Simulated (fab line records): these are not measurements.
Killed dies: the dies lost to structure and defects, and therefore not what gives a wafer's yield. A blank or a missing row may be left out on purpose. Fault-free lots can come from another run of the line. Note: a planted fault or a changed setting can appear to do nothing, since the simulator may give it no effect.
fab line records	flow n5-finfet
record: lots: 24	wafers: 72	last-day: 18
route steps=1938 shown BEOL_M0_SAQP@635
lots untouched by any fault: they come from a run of this same line in which no faults occurred
start-h: the number of hours between the record's first day and the start of the first shown wafer of the lot	wait-h: how many hours have passed since the lot's step before this one	" the same as in the row above	L1.1+2: one row covering several wafers at once	- no value present, or no start provided	* or withheld: withheld	< > ~ a bound
route shown NAME@n: names a module that has steps shown in the file, with the first one's number in the route	usual: mean/standard deviation taken from wafers without a fault	same: alike in all rows	chamber/n: place in a boat	sites: each site's reading	_std_site: their standard deviation	_edge_site: outer sites' mean less inner sites'	radius-mm: how far each site lies from the wafer's centre	mask NAME#n: copy n	behind: the last tool/chamber to shape the wafer	hold: why the lot went on hold/how many hours it stayed there/how the hold came to an end	device: transistor that didn't switch, given as n, p or np	end of line: the route-end tests of the same wafers	where a step has no rows: the recipe by itself	killed: not the wafer's yield, but the dies lost to structure and defects at the first sort	map: a wafer's dies, x killed, . not, _ none there
set.NAME: the setting the step ran with; set.NAME@STEP: the setting that earlier step ran with	model.NAME: the simulator's own value behind a step, which no gauge read
steps of the route over a sample of lots; a table a step, a row a wafer
services: when a tool's chamber went out of use (start-h, in hours from the record's first day, below 0 if earlier), for how many hours, and the reason
== steps ==
step: N5_BEOL_M0_SAQP_PECVD_03
recipe: material: SiCN	target-thk-a: 120	temp-c: withheld	precursor: 3MS/NH3	pressure-torr: 3	rf-w: 202	time-s: 21.1
usual: showerhead-plenum-p-Torr: 3.667/0.016	throttle-valve-pct: 9.2/0.61
lot.wafer	tool	chamber	start-h	wait-h	showerhead-plenum-p-Torr	throttle-valve-pct
L075.1	pecvd-02	1	117.28	0.1	3.652	10.0
L075.3	"	1	"	"	3.659	10.1
L075.6	"	0	"	"	3.682	9.4
L074.4	pecvd-01	0	122.51	0.1	3.669	8.9
L074.5	"	1	"	"	3.690	9.6
L074.6	"	2	"	"	3.653	8.4
L076.3	pecvd-02	1	123.68	0.1	3.664	9.8
L076.4	"	2	"	"	3.668	8.5
L076.6	"	1	"	"	3.662	9.8
L077.1	pecvd-02	0	133.14	0.1	3.693	9.3
L077.2	"	2	"	"	3.660	8.7
L077.6	"	0	"	"	3.678	9.6
L078.3	pecvd-03	2	136.87	0.1	3.654	8.4
L078.4	"	2	"	"	3.652	8.4
L078.5	"	0	"	"	3.660	9.0
L079.1	pecvd-03	0	140.84	0.1	3.667	8.8
L079.4	"	2	"	"	3.653	8.7
L079.5	"	1	"	"	3.678	10.2
L080.2	pecvd-01	1	144.95	0.1	3.703	9.4
L080.3	"	0	"	"	3.671	8.6
L080.5	"	0	"	"	3.671	8.9
L081.2	pecvd-01	2	147.75	0.1	3.646	8.4
L081.3	"	0	"	"	3.673	8.6
L081.6	"	1	"	"	3.694	9.7
L082.1	pecvd-01	2	157.91	0.1	3.644	8.8
L082.4	"	2	"	"	3.641	8.5
L082.5	"	0	"	"	3.672	8.5
L083.1	pecvd-03	2	170.22	0.1	3.655	8.6
L083.3	"	1	"	"	3.679	10.2
L083.4	"	2	"	"	3.648	8.7
L084.1	pecvd-01	2	174.99	0.1	3.640	8.8
L084.3	"	0	"	"	3.674	8.6
L084.6	"	2	"	"	3.640	8.5
L085.1	pecvd-01	0	187.25	0.1	3.672	8.7
L085.4	"	0	"	"	3.663	8.9
L085.5	"	2	"	"	3.644	8.6
L086.3	pecvd-03	0	192.95	0.1	3.661	9.2
L086.5	"	0	"	"	3.670	9.3
L086.6	"	1	"	"	3.670	10.2
L087.1	pecvd-01	2	196.29	0.1	3.643	8.4
L087.3	"	1	"	"	3.696	9.8
L087.5	"	1	"	"	3.693	9.9
L088.2	pecvd-02	0	196.31	0.1	3.678	9.5
L088.3	"	0	"	"	3.683	9.4
L088.4	"	1	"	"	3.656	9.7
L089.2	pecvd-01	1	202.21	0.1	3.693	9.9
L089.3	"	2	"	"	3.642	8.5
L089.4	"	1	"	"	3.688	9.8
L090.1	pecvd-01	1	208.40	0.1	3.690	9.7
L090.3	"	0	"	"	3.666	8.6
L090.4	"	0	"	"	3.664	9.0
L091.3	pecvd-02	0	210.31	0.1	3.682	9.5
L091.4	"	2	"	"	3.658	8.5
L091.5	"	0	"	"	3.676	9.7
L093.1	pecvd-01	1	247.96	0.1	3.687	9.6
L093.4	"	1	"	"	3.688	9.7
L093.5	"	2	"	"	3.644	8.9
L092.4	pecvd-03	2	248.07	0.1	3.651	8.6
L092.5	"	1	"	"	3.666	10.1
L092.6	"	0	"	"	3.675	9.6
L094.1	pecvd-02	1	248.16	0.1	3.669	9.7
L094.2	"	0	"	"	3.679	9.6
L094.4	"	1	"	"	3.657	9.9
L095.2	pecvd-03	1	248.26	0.1	3.673	10.2
L095.3	"	2	"	"	3.659	8.4
L095.6	"	2	"	"	3.651	8.8
L097.2	pecvd-01	2	249.00	0.1	3.656	8.4
L097.3	"	1	"	"	3.684	9.9
L097.5	"	1	"	"	3.688	9.9
L096.3	pecvd-02	1	249.16	0.1	3.661	9.8
L096.4	"	1	"	"	3.662	10.0
L096.5	"	0	"	"	3.683	9.4
step: N5_BEOL_M0_SAQP_CD_MEAS_25
recipe: target-cd-nm: 13.1	landing-energy-ev: 1000	detector: se-inlens
usual: cd-nm: 12.78/0.23
same: landing-energy-ev: 1000
lot.wafer	tool	chamber	start-h	wait-h	cd-nm
L075.1	cd-sem-03	0	119.72	0.1	12.90
L075.3	"	0	"	"	13.33
L075.6	"	0	"	"	12.42
L074.4	cd-sem-01	0	125.64	0.1	12.56
L074.5	"	0	"	"	12.87
L074.6	"	0	"	"	12.67
L076.3	cd-sem-03	0	126.04	0.1	12.19
L076.4	"	0	"	"	12.84
L076.6	"	0	"	"	12.97
L077.1	cd-sem-03	0	135.90	0.1	13.15
L077.2	"	0	"	"	12.69
L077.6	"	0	"	"	12.61
L078.3	cd-sem-03	0	139.48	0.1	12.75
L078.4	"	0	"	"	12.77
L078.5	"	0	"	"	12.45
L079.1	cd-sem-02	0	143.22	0.1	12.82
L079.4	"	0	"	"	12.76
L079.5	"	0	"	"	12.53
L080.2	cd-sem-01	0	148.17	0.1	13.00
L080.3	"	0	"	"	12.72
L080.5	"	0	"	"	12.44
L081.2	cd-sem-01	0	150.92	0.1	12.70
L081.3	"	0	"	"	12.71
L081.6	"	0	"	"	13.10
L082.1	cd-sem-01	0	160.53	0.1	12.80
L082.4	"	0	"	"	12.80
L082.5	"	0	"	"	12.97
L083.1	cd-sem-02	0	172.47	0.1	12.56
L083.3	"	0	"	"	12.71
L083.4	"	0	"	"	12.65
L084.1	cd-sem-02	0	177.46	0.1	12.50
L084.3	"	0	"	"	13.04
L084.6	"	0	"	"	13.18
L085.1	cd-sem-01	0	189.60	0.1	12.88
L085.4	"	0	"	"	13.17
L085.5	"	0	"	"	12.82
L086.3	cd-sem-02	0	195.32	0.1	12.89
L086.5	"	0	"	"	12.82
L086.6	"	0	"	"	13.28
L087.1	cd-sem-01	0	199.62	0.1	12.64
L087.3	"	0	"	"	12.48
L087.5	"	0	"	"	12.81
L088.2	cd-sem-01	0	200.12	0.1	12.90
L088.3	"	0	"	"	12.59
L088.4	"	0	"	"	12.54
L089.2	cd-sem-02	0	205.14	0.1	12.94
L089.3	"	0	"	"	12.68
L089.4	"	0	"	"	12.71
L090.1	cd-sem-02	0	213.12	0.1	12.53
L090.3	"	0	"	"	12.74
L090.4	"	0	"	"	12.43
L091.3	cd-sem-01	0	213.47	0.1	12.51
L091.4	"	0	"	"	12.60
L091.5	"	0	"	"	12.99
L093.1	cd-sem-01	0	250.44	0.1	12.67
L093.4	"	0	"	"	12.83
L093.5	"	0	"	"	12.95
L092.4	cd-sem-03	0	250.48	0.1	12.91
L092.5	"	0	"	"	13.05
L092.6	"	0	"	"	13.00
L094.1	cd-sem-01	0	251.19	0.1	12.90
L094.2	"	0	"	"	12.69
L094.4	"	0	"	"	12.65
L095.2	cd-sem-01	0	251.65	0.1	12.43
L095.3	"	0	"	"	13.04
L095.6	"	0	"	"	12.67
L097.2	cd-sem-01	0	252.14	0.1	12.63
L097.3	"	0	"	"	13.29
L097.5	"	0	"	"	13.18
L096.3	cd-sem-02	0	252.20	0.1	12.46
L096.4	"	0	"	"	12.79
L096.5	"	0	"	"	13.28
step: N5_BEOL_M0_SAQP_RECESS_104
recipe: chemistry: HF/NH3	target: SiO2	target-depth-a: 180	afs-cycles: 3	temp-c: 30	sublimation-temp-c: 180	sublimation-time-s: 60
usual: drypump-motor-current-A: 5.4/0.41
lot.wafer	tool	chamber	start-h	wait-h	drypump-motor-current-A
L075.1	vapor-etch-02	0	119.97	0.1	5.0
L075.3	"	0	"	"	5.0
L075.6	"	1	"	"	5.6
L074.4	vapor-etch-02	1	126.01	0.2	5.6
L074.5	"	1	"	"	5.6
L074.6	"	0	"	"	5.0
L076.3	vapor-etch-02	0	126.41	0.2	5.1
L076.4	"	1	"	"	5.6
L076.6	"	1	"	"	5.6
L077.1	vapor-etch-02	1	136.16	0.1	5.6
L077.2	"	0	"	"	5.0
L077.6	"	0	"	"	5.0
L078.3	vapor-etch-02	1	139.97	0.2	5.6
L078.4	"	0	"	"	5.1
L078.5	"	0	"	"	5.0
L079.1	vapor-etch-02	0	143.64	0.2	5.0
L079.4	"	0	"	"	5.0
L079.5	"	0	"	"	5.1
L080.2	vapor-etch-02	1	148.43	0.1	5.6
L080.3	"	1	"	"	5.6
L080.5	"	0	"	"	5.0
L081.2	vapor-etch-02	1	151.19	0.1	5.6
L081.3	"	1	"	"	5.6
L081.6	"	1	"	"	5.6
L082.1	vapor-etch-02	1	160.79	0.1	5.6
L082.4	"	0	"	"	5.1
L082.5	"	1	"	"	5.6
L083.1	vapor-etch-02	0	172.73	0.1	5.0
L083.3	"	0	"	"	5.0
L083.4	"	1	"	"	5.6
L084.1	vapor-etch-01	0	177.72	0.1	5.2
L084.3	"	1	"	"	6.3
L084.6	"	0	"	"	5.2
L085.1	vapor-etch-01	1	189.87	0.1	6.3
L085.4	"	0	"	"	5.2
L085.5	"	1	"	"	6.3
L086.3	vapor-etch-02	1	195.70	0.2	5.6
L086.5	"	1	"	"	5.6
L086.6	"	0	"	"	5.1
L087.1	vapor-etch-02	0	199.91	0.1	5.0
L087.3	"	0	"	"	5.0
L087.5	"	0	"	"	5.0
L088.2	vapor-etch-02	0	200.50	0.1	5.1
L088.3	"	0	"	"	5.0
L088.4	"	1	"	"	5.6
L089.2	vapor-etch-02	1	205.40	0.1	5.6
L089.3	"	1	"	"	5.6
L089.4	"	0	"	"	5.1
L090.1	vapor-etch-01	1	213.41	0.1	6.3
L090.3	"	0	"	"	5.2
L090.4	"	1	"	"	6.3
L091.3	vapor-etch-01	0	213.89	0.2	5.2
L091.4	"	1	"	"	6.2
L091.5	"	0	"	"	5.2
L093.1	vapor-etch-02	1	250.71	0.1	5.7
L093.4	"	0	"	"	5.1
L093.5	"	0	"	"	5.1
L092.4	vapor-etch-01	0	251.01	0.3	5.2
L092.5	"	0	"	"	5.2
L092.6	"	1	"	"	6.2
L094.1	vapor-etch-02	1	251.55	0.2	5.6
L094.2	"	0	"	"	5.0
L094.4	"	0	"	"	5.0
L095.2	vapor-etch-02	1	252.03	0.2	5.7
L095.3	"	0	"	"	5.0
L095.6	"	1	"	"	5.7
L097.2	vapor-etch-02	0	252.51	0.2	5.1
L097.3	"	1	"	"	5.6
L097.5	"	1	"	"	5.6
L096.3	vapor-etch-01	1	252.96	0.6	6.3
L096.4	"	0	"	"	5.2
L096.5	"	0	"	"	5.2
step: N5_BEOL_M0_SAQP_STRIP_108
recipe: chemistry: N2/H2	power-w: 500	temp-c: 40	pressure-mtorr: 50	rf-frequency-hz: 6e+07	overash-fraction: 0.3	bias-power-w: 28	h2-frac: 0.5	n2-flow-sccm: 300	h2-flow-sccm: 300
usual: drypump-motor-current-A: 5.6/0.35	h2-flow-sccm: 300.1/0.95	oes-product-au: 0.78/0.071	rf-vpp-V: 122.0/0.91	showerhead-plenum-p-Torr: 3.38/0.085	throttle-valve-pct: 18.9/0.31
same: overash-fraction: 0.3
lot.wafer	tool	chamber	start-h	wait-h	drypump-motor-current-A	h2-flow-sccm	oes-product-au	rf-hours-counter-h	rf-vpp-V	showerhead-plenum-p-Torr	throttle-valve-pct
L075.1	rie-diel-02	2	120.52	0.0	5.5	299.3	0.72	182	121.8	3.37	19.2
L075.3	"	1	"	"	6.1	300.1	0.93	23	123.4	3.44	19.2
L075.6	"	2	"	"	5.5	301.0	0.71	-	120.9	3.37	19.2
L074.4	rie-diel-04	2	126.44	0.0	6.1	299.7	0.75	145	122.3	3.48	18.8
L074.5	"	2	"	"	6.1	300.6	0.74	-	122.4	3.48	18.8
L074.6	"	3	"	"	5.4	299.3	0.76	-	123.2	3.51	19.3
L076.3	rie-diel-04	2	126.85	0.0	6.1	301.5	0.74	145	120.8	3.48	18.8
L076.4	"	1	"	"	5.9	300.9	0.85	76	120.6	3.27	18.8
L076.6	"	3	"	"	5.4	300.9	0.75	-	122.6	3.51	19.3
L077.1	rie-diel-04	1	136.86	0.0	5.8	300.2	0.84	79	120.7	3.27	18.9
L077.2	"	2	"	"	6.1	298.5	0.74	148	123.1	3.48	18.8
L077.6	"	1	"	"	5.8	301.2	0.83	-	121.9	3.27	18.9
L078.3	rie-diel-06	3	140.39	0.0	5.5	300.7	0.75	170	121.3	3.23	19.4
L078.4	"	1	"	"	5.3	300.5	0.79	-	121.3	3.37	18.9
L078.5	"	3	"	"	5.5	299.7	0.76	-	121.6	3.23	19.4
L079.1	rie-diel-06	2	144.34	0.0	6.0	300.2	0.86	44	121.6	3.29	18.7
L079.4	"	0	"	"	5.0	298.8	0.71	215	121.1	3.46	18.4
L079.5	"	0	"	"	5.1	298.9	0.70	-	123.3	3.46	18.4
L080.2	rie-diel-04	1	149.06	0.0	5.8	299.4	0.84	83	120.9	3.27	18.8
L080.3	"	0	"	"	5.9	300.1	0.71	205	121.8	3.32	18.5
L080.5	"	0	"	"	6.0	299.2	0.71	-	122.3	3.32	18.5
L081.2	rie-diel-04	1	151.74	0.0	5.8	300.7	0.84	84	120.8	3.27	18.9
L081.3	"	2	"	"	6.1	301.2	0.75	154	120.9	3.48	18.8
L081.6	"	0	"	"	5.9	300.1	0.71	-	122.9	3.32	18.5
L082.1	rie-diel-06	0	161.34	0.0	5.1	299.7	0.70	221	122.2	3.46	18.4
L082.4	"	1	"	"	5.3	299.1	0.79	136	120.9	3.37	19.0
L082.5	"	1	"	"	5.3	300.1	0.78	-	122.5	3.37	19.0
L083.1	rie-diel-04	2	173.28	0.0	6.1	300.3	0.73	160	121.2	3.47	18.8
L083.3	"	1	"	"	5.9	302.4	0.83	89	121.7	3.27	18.9
L083.4	"	3	"	"	5.3	297.7	0.75	165	122.1	3.50	19.3
L084.1	rie-diel-06	1	178.34	0.0	5.3	298.5	0.78	141	121.5	3.36	19.0
L084.3	"	3	"	"	5.5	301.7	0.75	182	119.6	3.22	19.4
L084.6	"	1	"	"	5.3	300.5	0.78	-	122.4	3.36	19.0
L085.1	rie-diel-02	0	190.42	0.0	5.5	300.5	0.93	14	120.8	3.44	19.3
L085.4	"	3	"	"	5.2	301.4	0.82	80	121.7	3.43	18.6
L085.5	"	0	"	"	5.5	302.0	0.94	-	121.5	3.44	19.3
L086.3	rie-diel-02	2	196.17	0.0	5.6	299.7	0.70	205	123.4	3.36	19.2
L086.5	"	0	"	"	5.5	300.0	0.92	-	124.2	3.44	19.3
L086.6	"	3	"	"	5.2	301.5	0.81	-	123.2	3.42	18.6
L087.1	rie-diel-02	0	200.46	0.0	5.5	299.8	0.92	18	121.9	3.44	19.3
L087.3	"	3	"	"	5.2	299.4	0.81	84	123.3	3.42	18.6
L087.5	"	3	"	"	5.2	299.6	0.82	-	121.7	3.42	18.7
L088.2	rie-diel-02	0	201.05	0.0	5.5	298.1	0.91	18	123.9	3.44	19.3
L088.3	"	1	"	"	6.1	299.6	0.88	48	122.6	3.42	19.2
L088.4	"	1	"	"	6.1	300.2	0.88	-	121.7	3.42	19.2
L089.2	rie-diel-06	3	205.95	0.0	5.6	299.6	0.74	190	121.8	3.22	19.4
L089.3	"	2	"	"	6.0	300.3	0.84	61	120.4	3.28	18.7
L089.4	"	0	"	"	5.1	301.5	0.68	235	121.9	3.45	18.5
L090.1	rie-diel-06	3	213.96	0.0	5.5	300.1	0.74	192	120.5	3.22	19.4
L090.3	"	1	"	"	5.3	300.4	0.77	151	122.0	3.36	19.0
L090.4	"	2	"	"	6.0	299.7	0.84	63	119.5	3.28	18.8
L091.3	rie-diel-04	0	214.32	0.0	5.9	301.3	0.71	226	122.2	3.31	18.6
L091.4	"	3	"	"	5.4	300.6	0.74	-	121.6	3.49	19.4
L091.5	"	1	"	"	5.8	300.0	0.82	-	122.1	3.26	18.9
L093.1	rie-diel-04	1	251.26	0.0	5.8	298.0	0.81	112	121.9	3.26	18.9
L093.4	"	0	"	"	5.9	300.9	0.69	234	122.6	3.30	18.6
L093.5	"	0	"	"	6.0	300.6	0.69	-	121.3	3.30	18.6
L092.4	rie-diel-02	2	251.44	0.0	5.5	300.5	0.69	221	122.6	3.35	19.2
L092.5	"	2	"	"	5.5	299.4	0.68	-	121.3	3.35	19.2
L092.6	"	3	"	"	5.2	298.7	0.79	-	121.6	3.42	18.7
L094.1	rie-diel-02	3	252.10	0.0	5.2	301.5	0.80	99	123.3	3.42	18.7
L094.2	"	0	"	"	5.5	299.0	0.89	32	122.4	3.43	19.3
L094.4	"	2	"	"	5.5	300.4	0.68	222	123.0	3.35	19.2
L095.2	rie-diel-04	1	252.58	0.0	5.8	299.5	0.80	112	122.4	3.26	18.9
L095.3	"	2	"	"	6.1	299.9	0.72	181	122.8	3.46	18.9
L095.6	"	1	"	"	5.9	299.7	0.81	-	121.5	3.26	18.9
L097.2	rie-diel-04	1	253.06	0.0	5.8	301.4	0.80	112	122.4	3.26	18.9
L097.3	"	0	"	"	5.9	301.1	0.70	235	122.1	3.30	18.6
L097.5	"	2	"	"	6.1	299.3	0.72	-	121.1	3.46	18.9
L096.3	rie-diel-02	0	253.49	0.0	5.5	301.0	0.89	33	120.9	3.43	19.3
L096.4	"	2	"	"	5.5	298.7	0.69	222	121.3	3.35	19.2
L096.5	"	3	"	"	5.2	300.8	0.80	-	121.3	3.41	18.7
step: N5_BEOL_M0_SAQP_SPACER2_ALD_26
recipe: material: SiO2	target-thk-a: 150	temp-c: 300	ald-precursor-family: BDEAS	ald-co-reactant: O2-plasma	pulse-time-s: 1	purge-time-s: 2	co-reactant-purge-time-s: 2	pressure-torr: 2
usual: heater-power-w: 453/43	precursor-pulse-height-rel: 0.999/0.02
lot.wafer	tool	chamber	start-h	wait-h	heater-power-w	precursor-pulse-height-rel
L075.1	ald-sin-01	1	121.07	0.4	428	0.961
L075.3	"	2	"	"	453	0.991
L075.6	"	2	"	"	456	1.019
L074.4	ald-sin-01	3	126.65	0.1	420	1.006
L074.5	"	3	"	"	425	0.979
L074.6	"	2	"	"	447	1.001
L076.3	ald-sin-02	1	127.07	0.1	405	1.023
L076.4	"	3	"	"	452	1.011
L076.6	"	1	"	"	398	1.007
L077.1	ald-sin-01	1	137.06	0.1	423	1.013
L077.2	"	2	"	"	445	1.047
L077.6	"	0	"	"	509	1.032
L078.3	ald-sin-01	2	140.60	0.1	446	0.978
L078.4	"	3	"	"	417	1.003
L078.5	"	2	"	"	448	1.003
L079.1	ald-sin-01	1	144.86	0.4	432	0.977
L079.4	"	2	"	"	450	1.029
L079.5	"	3	"	"	423	0.991
L080.2	ald-sin-01	0	149.29	0.1	511	1.004
L080.3	"	2	"	"	442	1.024
L080.5	"	1	"	"	430	1.013
L081.2	ald-sin-04	2	151.94	0.1	497	0.999
L081.3	"	0	"	"	377	1.025
L081.6	"	1	"	"	456	0.971
L082.1	ald-sin-02	3	161.54	0.1	442	1.032
L082.4	"	0	"	"	523	1.018
L082.5	"	3	"	"	450	1.021
L083.1	ald-sin-01	3	173.49	0.1	425	1.010
L083.3	"	0	"	"	508	0.996
L083.4	"	1	"	"	426	1.005
L084.1	ald-sin-02	0	180.76	2.3	532	0.988
L084.3	"	2	"	"	486	1.016
L084.6	"	1	"	"	402	1.035
L085.1	ald-sin-04	3	190.63	0.1	472	0.979
L085.4	"	1	"	"	461	1.037
L085.5	"	0	"	"	362	1.010
L086.3	ald-sin-01	2	196.38	0.1	458	1.007
L086.5	"	3	"	"	414	1.031
L086.6	"	0	"	"	521	0.991
L087.1	ald-sin-02	3	200.83	0.3	460	0.985
L087.3	"	0	"	"	524	0.982
L087.5	"	1	"	"	405	1.008
L088.2	ald-sin-02	1	201.35	0.2	394	0.972
L088.3	"	3	"	"	456	1.011
L088.4	"	1	"	"	402	0.975
L089.2	ald-sin-04	1	206.15	0.1	451	0.997
L089.3	"	0	"	"	355	0.974
L089.4	"	3	"	"	475	1.016
L090.1	ald-sin-02	0	214.83	0.7	530	1.022
L090.3	"	3	"	"	463	0.934
L090.4	"	1	"	"	407	0.997
L091.3	ald-sin-01	2	215.16	0.7	458	1.010
L091.4	"	0	"	"	509	0.985
L091.5	"	0	"	"	514	1.017
L093.1	ald-sin-01	1	251.88	0.4	438	1.007
L093.4	"	0	"	"	504	0.990
L093.5	"	3	"	"	420	1.030
L092.4	ald-sin-01	2	252.41	0.4	452	1.012
L092.5	"	2	"	"	460	1.014
L092.6	"	3	"	"	420	0.972
L094.1	ald-sin-04	3	253.98	1.5	481	1.003
L094.2	"	2	"	"	496	0.982
L094.4	"	1	"	"	458	1.005
L095.2	ald-sin-01	1	254.30	1.4	437	0.987
L095.3	"	2	"	"	455	0.986
L095.6	"	1	"	"	435	1.008
L097.2	ald-sin-04	2	254.50	1.3	484	0.990
L097.3	"	0	"	"	359	0.981
L097.5	"	1	"	"	451	1.025
L096.3	ald-sin-02	2	254.66	1.0	470	1.010
L096.4	"	3	"	"	451	0.970
L096.5	"	3	"	"	447	1.031
step: N5_BEOL_M0_SAQP_INSPECT_42
recipe: mode: adi	inspect-instrument: brightfield
usual: raw-defect-count: 303/99
lot.wafer	tool	chamber	start-h	wait-h	raw-defect-count
L075.1	defect-inspect-01	-	122.35	0.1	385
L075.3	"	-	"	"	203
L075.6	"	-	"	"	400
L074.4	defect-inspect-02	-	127.92	0.0	272
L074.5	"	-	"	"	300
L074.6	"	-	"	"	262
L076.3	defect-inspect-01	-	128.22	0.0	274
L076.4	"	-	"	"	321
L076.6	"	-	"	"	233
L077.1	defect-inspect-01	-	138.35	0.1	220
L077.2	"	-	"	"	239
L077.6	"	-	"	"	213
L078.3	defect-inspect-02	-	141.87	0.0	215
L078.4	"	-	"	"	245
L078.5	"	-	"	"	213
L079.1	defect-inspect-02	-	146.13	0.1	325
L079.4	"	-	"	"	316
L079.5	"	-	"	"	262
L080.2	defect-inspect-01	-	150.49	0.0	255
L080.3	"	-	"	"	232
L080.5	"	-	"	"	251
L081.2	defect-inspect-01	-	153.09	0.0	431
L081.3	"	-	"	"	219
L081.6	"	-	"	"	385
L082.1	defect-inspect-01	-	162.81	0.1	331
L082.4	"	-	"	"	425
L082.5	"	-	"	"	451
L083.1	defect-inspect-02	-	174.75	0.1	449
L083.3	"	-	"	"	448
L083.4	"	-	"	"	342
L084.1	defect-inspect-01	-	181.90	0.1	309
L084.3	"	-	"	"	226
L084.6	"	-	"	"	182
L085.1	defect-inspect-01	-	191.90	0.1	243
L085.4	"	-	"	"	319
L085.5	"	-	"	"	282
L086.3	defect-inspect-02	-	197.65	0.0	323
L086.5	"	-	"	"	219
L086.6	"	-	"	"	292
L087.1	defect-inspect-01	-	202.09	0.1	207
L087.3	"	-	"	"	198
L087.5	"	-	"	"	357
L088.2	defect-inspect-02	-	202.50	0.0	384
L088.3	"	-	"	"	391
L088.4	"	-	"	"	427
L089.2	defect-inspect-01	-	207.32	0.0	464
L089.3	"	-	"	"	281
L089.4	"	-	"	"	284
L090.1	defect-inspect-01	-	215.97	0.1	250
L090.3	"	-	"	"	267
L090.4	"	-	"	"	264
L091.3	defect-inspect-02	-	216.43	0.0	324
L091.4	"	-	"	"	294
L091.5	"	-	"	"	258
L093.1	defect-inspect-01	-	253.15	0.1	167
L093.4	"	-	"	"	170
L093.5	"	-	"	"	189
L092.4	defect-inspect-01	-	253.68	0.0	281
L092.5	"	-	"	"	493
L092.6	"	-	"	"	532
L094.1	defect-inspect-02	-	255.22	0.1	271
L094.2	"	-	"	"	406
L094.4	"	-	"	"	314
L095.2	defect-inspect-01	-	255.45	0.0	293
L095.3	"	-	"	"	356
L095.6	"	-	"	"	301
L097.2	defect-inspect-01	-	255.82	0.0	328
L097.3	"	-	"	"	479
L097.5	"	-	"	"	617
L096.3	defect-inspect-01	-	255.99	0.0	145
L096.4	"	-	"	"	278
L096.5	"	-	"	"	185
== services ==
tool	chamber	start-h	hours	kind
ald-sin-02	0	99.26	-	clean
rie-diel-02	0	119.59	-	clean
rie-diel-02	0	119.59	-	consumable-replace:focus-ring
rie-diel-02	0	119.59	19.3	scheduled-down
rie-diel-02	0	119.59	19.3	vent-cycle
ald-sin-02	2	121.45	4.9	repair
rie-diel-06	2	136.20	3.6	repair
rie-diel-02	1	146.20	2.6	repair
ald-sin-04	0	146.68	3.8	repair
rie-diel-04	1	156.15	5.6	repair
rie-diel-02	3	171.82	10.5	repair
ald-sin-02	-	174.76	6.0	pm
pecvd-02	2	186.39	16.3	repair
pecvd-01	-	192.75	2.8	pm
ald-sin-02	3	194.15	5.0	repair
rie-diel-02	2	199.12	3.9	repair
rie-diel-06	-	201.04	0.4	repair
rie-diel-04	2	210.52	4.3	repair
ald-sin-04	-	211.43	6.0	pm
pecvd-01	-	214.89	2.5	repair
rie-diel-04	0	233.13	1.3	repair
rie-diel-06	3	237.11	10.1	repair
ald-sin-02	-	241.76	2.7	repair
pecvd-03	-	252.74	1.0	repair
== key ==
fault none
